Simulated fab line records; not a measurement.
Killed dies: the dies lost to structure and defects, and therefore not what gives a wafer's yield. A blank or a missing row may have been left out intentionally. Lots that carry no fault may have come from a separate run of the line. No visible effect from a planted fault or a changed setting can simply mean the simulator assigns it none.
Chamber matching	flow n5_finfet	pecvd-02 running N5_BEOL_M8_ILD_DEP_00: 3 sister chambers
The step deposits SiCOH lowk from DEMS/porogen, target thk 179.75 nm, time 33.4 s. 16 wafers are shown with their chamber, then 8 later ones without.

## EACH WAFER AND ITS CHAMBER
wafer	chamber	throttle_valve_pct (%)	heater_power_w (W)	heater_power_outer_w (W)
L076.1	0	14.5	308	131
L076.2	1	14.8	371	192
L076.4	0	14.7	314	131
L077.1	0	14.5	290	117
L077.5	1	14.9	368	182
L077.6	0	14.7	290	120
L078.1	1	14.7	360	179
L078.2	0	14.4	273	95
L078.3	0	14.6	268	103
L082.2	2	12.5	407	209
L082.5	0	14.4	256	94
L082.6	1	14.8	371	177
L087.3	2	12.3	418	233
L087.5	2	12.4	428	236
L087.6	1	15.0	342	160
L089.1	1	15.1	356	174

SIGNATURES, as means of the wafers listed above
reading	chamber 0	chamber 1	chamber 2	scatter within a chamber
throttle_valve_pct	14.543	14.883	12.400	0.132
heater_power_w	285.57	361.33	417.67	16.5
heater_power_outer_w	113.00	177.33	226.00	13.8
Rule: for a wafer and a chamber, the distance is found by dividing, reading by reading, the gap between the wafer's reading and the chamber's mean by the reading's scatter, squaring, summing and taking the root. If the next closest chamber is less than 2 further off than the closest, the wafer can't be placed; otherwise it belongs to the closest. The scatter: take each reading less its chamber's mean, square it, sum over the shown wafers, divide by the number of wafers less the number of chambers, and take the root.

## WAFERS WITHOUT THEIR CHAMBER
wafer	throttle_valve_pct (%)	heater_power_w (W)	heater_power_outer_w (W)
L089.3	15.2	356	179
L089.6	12.4	418	226
L091.1	12.6	416	234
L091.5	14.8	263	98
L091.6	12.6	420	227
L090.1	15.0	375	186
L090.3	12.6	363	180
L090.5	14.6	294	133

## WHICH CHAMBER EACH WENT THROUGH
wafer	from the rows above	in truth
L089.3	1	1
L089.6	2	2
L091.1	2	2
L091.5	0	0
L091.6	2	2
L090.1	1	1
L090.3	2	2
L090.5	0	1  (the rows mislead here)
7 of 8 placed correctly. Left unplaced by these rows: 0. Placed wrongly: 1.
